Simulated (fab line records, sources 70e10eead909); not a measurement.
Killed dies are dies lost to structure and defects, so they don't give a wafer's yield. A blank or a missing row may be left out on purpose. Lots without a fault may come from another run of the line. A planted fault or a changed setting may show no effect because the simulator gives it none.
fab line records | flow nand_harc
record lots=15 wafers=45 last_day=34
route steps=1302 shown A_CHANNEL_HOLE_D2@587
lots that met no fault: from a run of the same line without faults
start_h: hours from the record's first day to the start of the lot's first wafer shown | wait_h: hours since the lot's step before | " the same as in the row above | L1.1+2: a row that stands for several wafers | - no value, or no start given | * or withheld: withheld | < > ~ a bound
route shown NAME@n: a module of which the file shows steps, and the number in the route of the first | usual: mean/standard deviation of fault-free wafers | same: alike in all rows | chamber/n: place in a boat | sites: the reading at each site | _std_site: their standard deviation | _edge_site: outer sites' mean less inner sites' | radius_mm: how far each site lies from the wafer's centre | mask NAME#n: copy n | behind: the tool/chamber that last shaped the wafer | hold: why the lot was held/for how many hours/how that ended | device: the transistor (n, p or np) that didn't switch | end of line: the same wafers' tests at the end of the route | a step without rows: its recipe alone | killed: dies lost to structure and defects at the first sort, not the wafer's yield | map: a wafer's dies, x killed, . not, _ none there
set.NAME: the setting as run; set.NAME@STEP: as run at that earlier step | model.NAME: the simulator's own value behind a step, which no gauge read
steps of the route over a sample of lots; a table a step, a row a wafer
services: from which hour (start_h, from the record's first day; less than 0 if before it) a tool's chamber was out of use, for how many hours, and why
## steps
# step NHARC_A_CHANNEL_HOLE_D2_ETCH_39
# recipe target_depth_a=2600 over_etch_frac=0.3 time_s=325 ion_energy_ev=200 n2_flow_sccm=150 h2_flow_sccm=150 ar_flow_sccm=0 rf_w=400 bias_w=150 chemistry=N2/H2
# usual bias_w=150.0/0.5 chamber_pressure_mTorr=29.996/0.027 drypump_motor_current_A=5.7/0.58 oes_product_au=1.000/0.01 rf_vpp_V=430.6/2.5 showerhead_plenum_p_Torr=2.04/0.085 throttle_valve_pct=14.172/0.0092
# same over_etch_frac=0.3
# columns lot.wafer tool chamber start_h wait_h bias_w chamber_pressure_mTorr drypump_motor_current_A oes_product_au rf_hours_counter_h rf_vpp_V showerhead_plenum_p_Torr throttle_valve_pct
L353.4 rie_diel-06 3 - - 149.7 30.008 4.8 0.977 10.3 432.7 2.11 14.174
L353.5 " 2 " " 149.8 29.959 6.2 0.997 - 428.3 1.93 14.167
L353.6 " 3 " " 149.7 29.952 4.8 0.978 - 433.8 2.11 14.177
L352.4 rie_diel-11 1 - - 150.2 30.034 4.8 1.003 0.9 433.4 2.17 14.190
L352.2 " 2 " " 150.3 30.042 5.4 0.983 0.9 429.9 1.96 14.184
L352.1 " 3 " " 150.3 29.998 5.8 0.995 0.9 427.0 1.92 14.168
L354.4 rie_diel-09 0 - - 149.8 29.985 6.5 1.002 6.8 427.0 1.98 14.148
L354.3 " 1 " " 150.4 30.001 6.1 0.995 7.9 432.4 2.06 14.178
L354.5 " 1 " " 150.0 29.976 6.1 1.006 - 430.7 2.06 14.178
L355.1 rie_diel-11 2 - - 150.2 30.048 5.4 0.989 1.5 428.6 1.96 14.177
L355.3 " 3 " " 149.9 30.009 5.7 1.015 1.5 426.8 1.92 14.168
L355.5 " 2 " " 150.1 29.997 5.4 0.989 - 427.5 1.96 14.174
L356.3 rie_diel-09 3 - - 149.9 30.016 5.4 1.010 0.5 429.9 2.02 14.175
L356.6 " 0 " " 150.4 30.026 6.5 1.018 - 429.8 1.98 14.163
L356.5 " 1 " " 149.0 29.971 6.1 1.019 - 431.3 2.06 14.160
L362.2 rie_diel-11 1 - - 149.3 29.956 4.8 1.010 5.9 434.2 2.16 14.183
L362.4 " 2 " " 149.9 29.971 5.4 0.991 6.7 428.8 1.96 14.162
L362.6 " 3 " " 150.2 29.987 5.7 1.006 - 426.2 1.92 14.180
L364.2 rie_diel-09 3 - - 149.8 29.965 5.4 1.014 3.1 430.1 2.02 14.168
L364.1 " 0 " " 150.0 29.985 6.5 1.014 3.3 427.7 1.98 14.171
L364.6 " 3 " " 150.0 29.984 5.4 1.010 - 430.9 2.02 14.176
L363.3 rie_diel-06 0 - - 150.5 30.008 6.3 0.997 4.7 432.8 2.14 14.159
L363.5 " 1 " " 149.4 30.051 4.9 0.999 - 430.2 2.05 14.163
L363.6 " 3 " " 149.0 30.048 4.8 1.007 - 431.4 2.11 14.176
L369.2 rie_diel-09 0 - - 149.9 30.025 6.5 1.003 6.7 427.9 1.97 14.168
L369.1 " 1 " " 149.3 29.957 6.1 1.014 4.7 432.3 2.06 14.152
L369.4 " 1 " " 149.1 29.998 6.1 1.005 - 430.5 2.06 14.185
L368.3 rie_diel-11 3 - - 150.8 29.957 5.7 1.005 0.5 425.3 1.92 14.165
L368.6 " 3 " " 150.0 29.999 5.7 1.006 - 426.9 1.92 14.182
L368.5 " 0 " " 150.2 30.020 5.7 1.008 - 433.9 2.17 14.184
L371.6 rie_diel-11 3 - - 150.3 29.988 5.7 0.991 - 425.9 1.92 14.179
L371.4 " 0 " " 149.1 29.954 5.7 0.989 - 434.2 2.17 14.155
L371.5 " 2 " " 150.2 30.034 5.4 0.983 - 428.1 1.96 14.176
L370.2 rie_diel-09 1 - - 149.5 29.974 6.1 0.998 5.8 430.9 2.06 14.174
L370.3 " 2 " " 149.9 30.014 6.4 0.988 5.9 431.1 2.06 14.187
L370.1 " 0 " " 150.0 29.965 6.5 1.001 7.8 429.6 1.97 14.160
L372.3 rie_diel-09 2 - - 149.9 30.027 6.5 0.984 6.9 431.1 2.06 14.179
L372.6 " 3 " " 149.7 30.008 5.4 1.006 - 429.8 2.02 14.145
L372.5 " 0 " " 149.6 30.007 6.5 1.010 - 429.7 1.97 14.179
L375.4 rie_diel-09 0 - - 150.2 29.962 6.5 0.997 0.8 428.1 1.97 14.166
L375.3 " 3 " " 149.8 30.031 5.4 1.003 0.8 428.5 2.02 14.168
L375.5 " 0 " " 150.3 30.009 6.5 1.002 - 428.0 1.97 14.175
L374.2 rie_diel-06 3 - - 149.8 29.991 4.8 1.001 1.3 431.8 2.11 14.172
L374.1 " 1 " " 150.3 29.991 4.9 0.984 1.7 431.0 2.05 14.173
L374.6 " 3 " " 149.4 30.018 4.8 0.994 - 432.2 2.11 14.169
# step NHARC_A_CHANNEL_HOLE_D2_ETCH_22
# recipe bias_v=3000 source_w=withheld pressure_mtorr=20 time_s=666.7 ar_flow_sccm=375 c4f8_flow_sccm=89.3 o2_flow_sccm=35.7 temp_c=-20 target_depth_a=16000 chemistry=C4F8/O2/Ar
# usual c4f8_flow_sccm=89.32/0.27 chamber_pressure_mTorr=20.000/0.018 drypump_motor_current_A=5.6/0.44 showerhead_plenum_p_Torr=3.66/0.052 throttle_valve_pct=32.155/0.008
# columns lot.wafer tool chamber start_h wait_h c4f8_flow_sccm chamber_pressure_mTorr drypump_motor_current_A rf_hours_counter_h showerhead_plenum_p_Torr throttle_valve_pct
L352.1 har_etch-01 1 301.32 0.4 89.06 20.008 5.1 153 3.62 32.153
L352.2 " 0 " " 89.28 19.986 5.7 153 3.70 32.168
L352.4 " 0 " " 89.43 19.993 5.7 - 3.70 32.157
L353.4 har_etch-02 0 301.34 0.4 89.62 20.004 6.3 - 3.73 32.157
L353.5 " 1 " " 89.04 19.990 5.4 - 3.73 32.170
L353.6 " 0 " " 89.41 20.021 6.3 - 3.73 32.162
L354.3 har_etch-02 1 309.95 0.4 89.29 20.042 5.4 - 3.72 32.154
L354.4 " 0 " " 89.14 20.033 6.4 - 3.72 32.163
L354.5 " 1 " " 89.22 20.002 5.5 - 3.72 32.147
L355.1 har_etch-02 0 319.74 0.4 89.25 19.984 6.3 379 3.72 32.145
L355.3 " 1 " " 88.99 19.985 5.4 - 3.72 32.158
L355.5 " 0 " " 89.11 19.983 6.3 - 3.72 32.160
L356.3 har_etch-02 0 340.33 0.4 89.05 19.978 6.4 - 3.71 32.164
L356.5 " 0 " " 88.98 20.014 6.3 - 3.72 32.167
L356.6 " 1 " " 89.04 20.003 5.4 - 3.71 32.146
L362.2 har_etch-02 0 413.60 0.4 89.70 19.997 6.3 8 3.70 32.146
L362.4 " 0 " " 90.18 20.034 6.3 - 3.70 32.152
L362.6 " 0 " " 89.28 19.974 6.3 - 3.70 32.147
L364.2 har_etch-01 1 414.01 0.4 89.53 20.014 5.1 218 3.58 32.147
L364.1 " 0 " " 89.21 20.031 5.7 218 3.66 32.146
L364.6 " 1 " " 89.46 19.995 5.2 - 3.58 32.150
L363.3 har_etch-02 1 417.88 0.4 89.04 20.023 5.4 - 3.70 32.147
L363.6 " 1 " " 88.65 20.017 5.4 - 3.70 32.171
L363.5 " 0 " " 89.20 19.995 6.4 - 3.70 32.156
L369.2 har_etch-01 1 455.29 0.4 89.41 20.012 5.1 241 3.57 32.155
L369.1 " 0 " " 89.76 20.007 5.7 241 3.65 32.143
L369.4 " 1 " " 89.44 20.016 5.1 - 3.57 32.145
L368.3 har_etch-01 0 459.64 0.4 89.06 20.003 5.7 - 3.65 32.155
L368.5 " 0 " " 89.25 19.960 5.7 - 3.65 32.162
L368.6 " 1 " " 89.50 20.014 5.1 - 3.57 32.161
L371.4 har_etch-02 1 478.09 0.4 89.48 20.007 5.4 - 3.67 32.161
L371.6 " 1 " " 89.22 20.011 5.4 - 3.67 32.156
L371.5 " 0 " " 89.19 19.984 6.3 - 3.67 32.157
L370.1 har_etch-01 1 480.98 0.4 89.07 20.011 5.1 260 3.56 32.150
L370.2 " 0 " " 89.39 20.027 5.7 260 3.64 32.145
L370.3 " 1 " " 89.36 20.012 5.1 - 3.56 32.143
L372.3 har_etch-02 0 495.12 0.4 89.49 20.025 6.3 - 3.67 32.157
L372.5 " 0 " " 89.64 19.999 6.3 - 3.67 32.148
L372.6 " 1 " " 89.45 20.015 5.4 - 3.67 32.156
L375.4 har_etch-02 1 524.20 0.4 89.90 19.993 5.4 - 3.66 32.156
L375.3 " 0 " " 89.18 19.976 6.3 - 3.66 32.158
L375.5 " 0 " " 89.63 20.015 6.3 - 3.66 32.159
L374.1 har_etch-01 1 528.02 0.4 88.67 19.989 5.1 283 3.55 32.147
L374.2 " 0 " " 89.01 20.002 5.7 283 3.63 32.158
L374.6 " 1 " " 89.05 19.983 5.1 - 3.55 32.153
# step NHARC_A_CHANNEL_HOLE_D2_ETCH_23
# recipe bias_v=5000 source_w=withheld pressure_mtorr=20 time_s=819 ar_flow_sccm=375 c4f8_flow_sccm=89.3 o2_flow_sccm=35.7 temp_c=-20 target_depth_a=16000 chemistry=C4F8/O2/Ar
# usual c4f8_flow_sccm=89.28/0.26 chamber_pressure_mTorr=20.000/0.018 drypump_motor_current_A=5.6/0.44 showerhead_plenum_p_Torr=3.66/0.052 throttle_valve_pct=32.155/0.0096
# columns lot.wafer tool chamber start_h wait_h c4f8_flow_sccm chamber_pressure_mTorr drypump_motor_current_A rf_hours_counter_h showerhead_plenum_p_Torr throttle_valve_pct
L352.1 har_etch-01 1 301.89 0.5 89.06 20.016 5.1 154 3.62 32.159
L352.2 " 0 " " 89.10 19.994 5.7 154 3.70 32.158
L352.4 " 0 " " 89.32 20.016 5.7 - 3.70 32.148
L353.4 har_etch-02 0 301.96 0.5 89.09 20.010 6.4 - 3.73 32.142
L353.5 " 1 " " 89.41 20.008 5.5 - 3.73 32.145
L353.6 " 0 " " 89.60 19.988 6.3 - 3.73 32.148
L354.3 har_etch-02 1 310.57 0.5 89.47 20.013 5.4 - 3.72 32.149
L354.4 " 0 " " 89.06 20.015 6.3 - 3.72 32.159
L354.5 " 1 " " 89.22 20.005 5.4 - 3.72 32.163
L355.1 har_etch-02 0 320.30 0.5 89.83 20.008 6.3 379 3.72 32.152
L355.3 " 1 " " 89.17 20.005 5.4 - 3.72 32.185
L355.5 " 0 " " 89.53 19.994 6.3 - 3.72 32.152
L356.3 har_etch-02 0 340.94 0.5 88.84 19.998 6.3 - 3.71 32.143
L356.5 " 0 " " 89.29 20.009 6.3 - 3.71 32.142
L356.6 " 1 " " 89.58 20.008 5.4 - 3.71 32.178
L362.2 har_etch-02 0 414.18 0.5 89.25 20.026 6.3 9 3.70 32.159
L362.4 " 0 " " 89.13 20.011 6.3 - 3.70 32.166
L362.6 " 0 " " 89.57 20.011 6.3 - 3.70 32.148
L364.2 har_etch-01 1 414.58 0.5 89.19 19.976 5.1 219 3.58 32.160
L364.1 " 0 " " 89.12 20.029 5.7 219 3.66 32.148
L364.6 " 1 " " 89.09 19.979 5.1 - 3.58 32.154
L363.3 har_etch-02 1 418.49 0.5 89.17 19.992 5.5 - 3.70 32.145
L363.6 " 1 " " 89.21 19.956 5.4 - 3.70 32.160
L363.5 " 0 " " 88.90 19.967 6.3 - 3.70 32.160
L369.2 har_etch-01 1 455.86 0.5 89.04 20.033 5.1 241 3.57 32.154
L369.1 " 0 " " 89.37 20.006 5.7 241 3.65 32.141
L369.4 " 1 " " 89.30 19.970 5.1 - 3.57 32.167
L368.3 har_etch-01 0 460.25 0.5 89.40 19.992 5.7 - 3.65 32.147
L368.5 " 0 " " 89.08 19.970 5.7 - 3.65 32.164
L368.6 " 1 " " 89.24 20.011 5.1 - 3.57 32.138
L371.4 har_etch-02 1 478.71 0.5 89.17 19.983 5.4 - 3.67 32.144
L371.6 " 1 " " 89.14 19.989 5.4 - 3.67 32.154
L371.5 " 0 " " 88.89 19.986 6.3 - 3.67 32.146
L370.1 har_etch-01 1 481.56 0.5 89.58 20.003 5.1 261 3.56 32.140
L370.2 " 0 " " 89.17 20.008 5.7 261 3.64 32.168
L370.3 " 1 " " 89.37 19.976 5.1 - 3.56 32.159
L372.3 har_etch-02 0 495.73 0.5 88.91 19.998 6.3 - 3.67 32.149
L372.5 " 0 " " 89.19 19.989 6.3 - 3.67 32.146
L372.6 " 1 " " 89.27 20.001 5.4 - 3.67 32.169
L375.4 har_etch-02 1 524.81 0.5 89.47 20.006 5.4 - 3.66 32.155
L375.3 " 0 " " 89.39 19.991 6.3 - 3.66 32.153
L375.5 " 0 " " 89.37 19.991 6.3 - 3.66 32.154
L374.1 har_etch-01 1 528.60 0.5 89.67 19.991 5.1 283 3.55 32.158
L374.2 " 0 " " 89.16 19.989 5.7 283 3.63 32.150
L374.6 " 1 " " 89.57 20.015 5.1 - 3.55 32.163
# step NHARC_A_CHANNEL_HOLE_D2_ETCH_24
# recipe bias_v=5000 source_w=withheld pressure_mtorr=20 time_s=906.2 ar_flow_sccm=375 c4f8_flow_sccm=93.8 o2_flow_sccm=31.2 temp_c=-20 target_depth_a=15000 chemistry=C4F8/O2/Ar
# usual c4f8_flow_sccm=93.84/0.29 chamber_pressure_mTorr=19.999/0.018 drypump_motor_current_A=5.6/0.44 showerhead_plenum_p_Torr=3.65/0.052 throttle_valve_pct=32.236/0.0097
# columns lot.wafer tool chamber start_h wait_h c4f8_flow_sccm chamber_pressure_mTorr drypump_motor_current_A rf_hours_counter_h showerhead_plenum_p_Torr throttle_valve_pct
L352.1 har_etch-01 1 302.58 0.6 93.28 20.002 5.1 155 3.61 32.231
L352.2 " 0 " " 93.62 20.017 5.7 155 3.69 32.233
L352.4 " 0 " " 93.42 20.014 5.7 - 3.69 32.221
L353.4 har_etch-02 0 302.69 0.6 94.24 20.032 6.3 - 3.72 32.219
L353.5 " 1 " " 93.93 20.004 5.4 - 3.72 32.221
L353.6 " 0 " " 94.35 19.983 6.3 - 3.72 32.245
L354.3 har_etch-02 1 311.31 0.6 93.73 19.985 5.5 - 3.72 32.242
L354.4 " 0 " " 94.34 19.994 6.3 - 3.72 32.223
L354.5 " 1 " " 94.02 19.976 5.5 - 3.72 32.236
L355.1 har_etch-02 0 320.99 0.6 94.38 20.010 6.3 380 3.72 32.220
L355.3 " 1 " " 93.82 20.004 5.4 - 3.72 32.245
L355.5 " 0 " " 93.93 20.011 6.3 - 3.72 32.240
L356.3 har_etch-02 0 341.67 0.6 94.30 19.997 6.3 - 3.71 32.245
L356.5 " 0 " " 94.00 20.021 6.3 - 3.71 32.222
L356.6 " 1 " " 94.02 19.999 5.4 - 3.71 32.234
L362.2 har_etch-02 0 414.88 0.6 - - - - - -
L362.4 " 0 " " - - - - - -
L362.6 " 0 " " - - - - - -
L364.2 har_etch-01 1 415.27 0.6 - - - - - -
L364.1 " 0 " " - - - - - -
L364.6 " 1 " " - - - - - -
L363.3 har_etch-02 1 419.21 0.6 - - - - - -
L363.6 " 1 " " - - - - - -
L363.5 " 0 " " - - - - - -
L369.2 har_etch-01 1 456.56 0.6 93.71 19.999 5.1 242 3.57 32.243
L369.1 " 0 " " 93.25 20.021 5.7 242 3.64 32.246
L369.4 " 1 " " 93.96 20.012 5.1 - 3.57 32.257
L368.3 har_etch-01 0 460.97 0.6 93.49 19.990 5.7 - 3.64 32.234
L368.5 " 0 " " 93.86 20.032 5.7 - 3.64 32.257
L368.6 " 1 " " 93.51 19.991 5.1 - 3.56 32.243
L371.4 har_etch-02 1 479.43 0.6 93.71 20.019 5.4 - 3.67 32.238
L371.6 " 1 " " 93.95 19.994 5.4 - 3.67 32.236
L371.5 " 0 " " 93.98 20.005 6.3 - 3.67 32.239
L370.1 har_etch-01 1 482.26 0.6 93.89 19.999 5.2 261 3.56 32.212
L370.2 " 0 " " 93.67 19.992 5.7 261 3.63 32.230
L370.3 " 1 " " 94.24 19.978 5.1 - 3.56 32.233
L372.3 har_etch-02 0 496.45 0.6 94.29 20.000 6.3 - 3.67 32.234
L372.5 " 0 " " 94.04 20.011 6.3 - 3.66 32.234
L372.6 " 1 " " 93.81 19.976 5.4 - 3.66 32.230
L375.4 har_etch-02 1 525.53 0.6 93.77 19.991 5.4 - 3.66 32.239
L375.3 " 0 " " 93.70 19.993 6.3 - 3.66 32.254
L375.5 " 0 " " 93.78 20.027 6.3 - 3.66 32.239
L374.1 har_etch-01 1 529.30 0.6 94.11 19.978 5.1 284 3.54 32.235
L374.2 " 0 " " 93.69 20.000 5.7 284 3.62 32.225
L374.6 " 1 " " 94.08 19.997 5.1 - 3.54 32.220
# step NHARC_A_CHANNEL_HOLE_D2_CD_MEAS_31
# usual cd_nm=89.8/1.3
# columns lot.wafer tool chamber start_h wait_h cd_nm
L353.4 cd_sem-03 - 305.73 - 88.7
L353.5 " - " " 89.5
L353.6 " - " " 88.1
L352.1 cd_sem-03 - 306.11 - 91.3
L352.2 " - " " 89.1
L352.4 " - " " 89.8
L354.3 cd_sem-02 - 314.44 - 90.7
L354.4 " - " " 88.5
L354.5 " - " " 88.7
L355.1 cd_sem-03 - 324.39 - 91.2
L355.3 " - " " 91.0
L355.5 " - " " 90.2
L356.3 cd_sem-01 - 344.79 - 89.3
L356.5 " - " " 88.1
L356.6 " - " " 89.1
L362.2 cd_sem-01 - 418.17 - -0.3
L362.4 " - " " 0.6
L362.6 " - " " 0.5
L364.1 cd_sem-03 - 418.64 - 2.5
L364.2 " - " " 0.0
L364.6 " - " " 1.0
L363.3 cd_sem-03 - 422.36 - 0.4
L363.5 " - " " 1.8
L363.6 " - " " 1.1
L369.1 cd_sem-02 - 459.99 0.1 90.3
L369.2 " - " " 90.9
L369.4 " - " " 87.8
L368.3 cd_sem-03 - 464.09 - 88.4
L368.5 " - " " 90.9
L368.6 " - " " 88.7
L371.4 cd_sem-03 - 482.67 0.1 88.8
L371.5 " - " " 89.8
L371.6 " - " " 89.8
L370.1 cd_sem-01 - 485.62 - 88.1
L370.2 " - " " 88.3
L370.3 " - " " 89.9
L372.3 cd_sem-03 - 499.60 - 89.4
L372.5 " - " " 89.1
L372.6 " - " " 87.1
L375.3 cd_sem-03 - 528.69 - 92.0
L375.4 " - " " 90.6
L375.5 " - " " 89.5
L374.1 cd_sem-02 - 532.68 - 92.4
L374.2 " - " " 90.9
L374.6 " - " " 90.3
# step NHARC_A_CHANNEL_HOLE_D2_XSEM_32
# recipe landing_energy_ev=35000
# usual bot_cd_nm=74.3/1.4 bow_nm=8.67/0.19 tilt_deg=0.07/0.035
# columns lot.wafer tool chamber start_h wait_h bot_cd_nm bow_nm tilt_deg
L353.4 xsem-02 0 305.82 0.1 71.7 8.59 0.07
L353.5 " 0 " " 73.1 8.62 0.06
L353.6 " 0 " " 71.3 8.57 0.06
L352.1 xsem-01 0 306.20 0.1 76.5 8.79 0.05
L352.2 " 0 " " 74.5 8.73 0.05
L352.4 " 0 " " 74.7 8.66 0.05
L354.3 xsem-02 0 314.54 0.1 73.9 8.66 0.06
L354.4 " 0 " " 72.3 8.64 0.06
L354.5 " 0 " " 73.2 8.66 0.06
L355.1 xsem-02 0 324.48 0.1 76.0 8.82 0.06
L355.3 " 0 " " 76.4 8.76 0.05
L355.5 " 0 " " 75.0 8.86 0.06
L356.3 xsem-01 0 344.88 0.1 74.0 8.83 0.08
L356.5 " 0 " " 72.4 8.86 0.08
L356.6 " 0 " " 73.7 8.84 0.08
L362.2 xsem-02 0 418.26 0.1 0.0 0.57 0.04
L362.4 " 0 " " 0.5 0.57 0.04
L362.6 " 0 " " 0.3 0.57 0.04
L364.1 xsem-01 0 418.73 0.1 1.6 0.34 0.06
L364.2 " 0 " " 0.0 0.34 0.06
L364.6 " 0 " " 0.3 0.34 0.06
L363.3 xsem-02 0 422.45 0.1 0.0 0.70 0.03
L363.5 " 0 " " 1.0 0.70 0.03
L363.6 " 0 " " 0.8 0.70 0.03
L369.1 xsem-01 0 460.08 0.1 75.1 8.46 0.01
L369.2 " 0 " " 75.6 8.53 0.01
L369.4 " 0 " " 72.8 8.49 0.01
L368.3 xsem-02 0 464.19 0.1 73.8 8.39 0.05
L368.5 " 0 " " 75.6 8.50 0.05
L368.6 " 0 " " 74.3 8.41 0.05
L371.4 xsem-02 0 482.78 0.1 74.1 8.83 0.07
L371.5 " 0 " " 74.4 8.80 0.07
L371.6 " 0 " " 74.3 8.80 0.06
L370.1 xsem-01 0 485.70 0.1 73.6 8.65 0.07
L370.2 " 0 " " 73.5 8.58 0.07
L370.3 " 0 " " 73.6 8.67 0.07
L372.3 xsem-01 0 499.69 0.1 74.4 8.40 0.13
L372.5 " 0 " " 74.8 8.47 0.13
L372.6 " 0 " " 72.3 8.41 0.13
L375.3 xsem-01 0 528.78 0.1 75.3 8.54 0.04
L375.4 " 0 " " 74.9 8.56 0.04
L375.5 " 0 " " 73.8 8.56 0.04
L374.1 xsem-02 0 532.77 0.1 78.2 8.49 0.04
L374.2 " 0 " " 75.9 8.55 0.05
L374.6 " 0 " " 75.3 8.51 0.04
## services
# columns tool chamber start_h hours kind
rie_diel-09 3 302.88 4.0 repair
rie_diel-06 - 307.20 9.0 pm
rie_diel-11 - 308.19 0.2 repair
rie_diel-09 - 320.10 9.0 pm
rie_diel-11 1 327.54 19.9 repair
xsem-01 - 374.00 14.0 pm
rie_diel-09 2 376.29 6.3 repair
har_etch-02 - 377.00 17.0 pm
har_etch-02 0 377.00 17.0 vent_cycle
har_etch-02 1 377.00 17.0 vent_cycle
rie_diel-09 0 380.55 5.1 repair
rie_diel-06 1 388.48 7.5 repair
rie_diel-09 - 389.95 12.7 repair
har_etch-02 0 394.00 - clean
rie_diel-11 2 394.70 2.8 repair
rie_diel-06 2 405.22 15.9 repair
rie_diel-11 0 420.12 22.7 repair
rie_diel-11 - 432.50 9.0 pm
rie_diel-09 2 447.16 8.6 repair
rie_diel-06 1 468.04 6.4 repair
rie_diel-11 1 474.23 6.2 repair
rie_diel-06 - 484.25 9.0 pm
rie_diel-09 - 497.13 9.0 pm
rie_diel-06 0 521.90 2.6 repair
## key
first_sign step=NHARC_A_CHANNEL_HOLE_D2_ETCH_24 reading=tool_record direction=missing
effect step=NHARC_A_CHANNEL_HOLE_D2_CD_MEAS_31 reading=cd_nm direction=down sigmas=69 usual=89.8 struck=0.8
effect step=NHARC_A_CHANNEL_HOLE_D2_XSEM_32 reading=bot_cd_nm direction=down sigmas=54 usual=74.3 struck=0.5
met_at NHARC_A_CHANNEL_HOLE_D2_ETCH_24
struck_lots L362,L363,L364
later_rows_left_out L362.2,L362.4,L362.6,L363.3,L363.5,L363.6,L364.1,L364.2,L364.6
sort_left_out L362.2,L362.4,L362.6,L363.3,L363.5,L363.6,L364.1,L364.2,L364.6
tester_left_out L362,L363,L364
not_acting_at NHARC_A_CHANNEL_HOLE_D2_ETCH_39,NHARC_A_CHANNEL_HOLE_D2_ETCH_22,NHARC_A_CHANNEL_HOLE_D2_ETCH_23
onset_between 341.67 414.88
fault kind=skipped_step_whole tool=har_etch-01,har_etch-02 chamber=- onset_h=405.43 steps=NHARC_A_CHANNEL_HOLE_D2_ETCH_24 scope=struck_lots_only
# tester_left_out: of these lots the tester's yield and bins aren't shown, on N5 and GAA mostly nor the transistor test; their killed dies are dies lost to structure and defects alone, not to doping, threshold or leakage, so they don't give the yield
# sort_left_out: the simulated sort isn't trusted on such a fault, so these wafers' sort isn't shown, and their yield isn't known
# later_rows_left_out: the simulator's readings of these wafers behind a module that went badly wrong aren't trusted and aren't shown, but for the sort
